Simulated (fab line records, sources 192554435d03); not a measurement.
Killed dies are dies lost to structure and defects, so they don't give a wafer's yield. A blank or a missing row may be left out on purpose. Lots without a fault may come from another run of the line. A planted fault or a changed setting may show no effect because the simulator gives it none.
Which tool did it? | flow n5_finfet | 11 lots, 33 wafers sampled, at 1 step of a route of 1938

WHAT THE GAUGES READ, wafer by wafer
N5_BEOL_M8_OVL_MEAS_29.
lot  | measured     | on         | V7_OVL (nm)
L146 | day 11 00:57 | overlay-01 | 0.6 -0.3 0.2
L147 | day 11 22:31 | overlay-02 | -1.6 0.0 -2.2
L150 | day 12 09:41 | overlay-01 | 0.9 1.4 0.3
L153 | day 12 20:51 | overlay-02 | 0.1 0.3 0.9
L155 | day 13 13:41 | overlay-01 | 1.0 0.6 0.6
L162 | day 16 00:06 | overlay-02 | 0.3 1.1 0.7
L164 | day 16 00:16 | overlay-02 | -0.2 1.0 0.0
L165 | day 16 00:19 | overlay-01 | -0.1 -1.1 -0.2
L163 | day 16 08:01 | overlay-02 | 0.2 0.1 0.8
L168 | day 17 04:44 | overlay-02 | 0.1 0.2 -0.2
L167 | day 17 11:17 | overlay-02 | 0.9 -0.4 -0.6

WHICH TOOL RAN EACH LOT (tool, then ch and the chambers of the sampled wafers, then the start)
The record holds no process step before these readings.

THE ANSWER, worked out from the rows above alone
Rule: what is usual is taken from the lots themselves. Put in order of their means at a reading, lots are off if they are a third of the lots or fewer, leave a main group of 4 or more, and stand apart from it by a gap of 3 or more times the standard deviation of the main group's means; of several such gaps the widest counts. A main group whose means are all the same, to the digits that the tables above print for the reading, isn't used. A lot without any number at a reading at which 4 lots or more have one is off too. The other lots that the step has rows for count as sound.
No lot is off at any reading shown: from this, nothing can be told.

WHAT THE SIMULATOR HAD PUT IN
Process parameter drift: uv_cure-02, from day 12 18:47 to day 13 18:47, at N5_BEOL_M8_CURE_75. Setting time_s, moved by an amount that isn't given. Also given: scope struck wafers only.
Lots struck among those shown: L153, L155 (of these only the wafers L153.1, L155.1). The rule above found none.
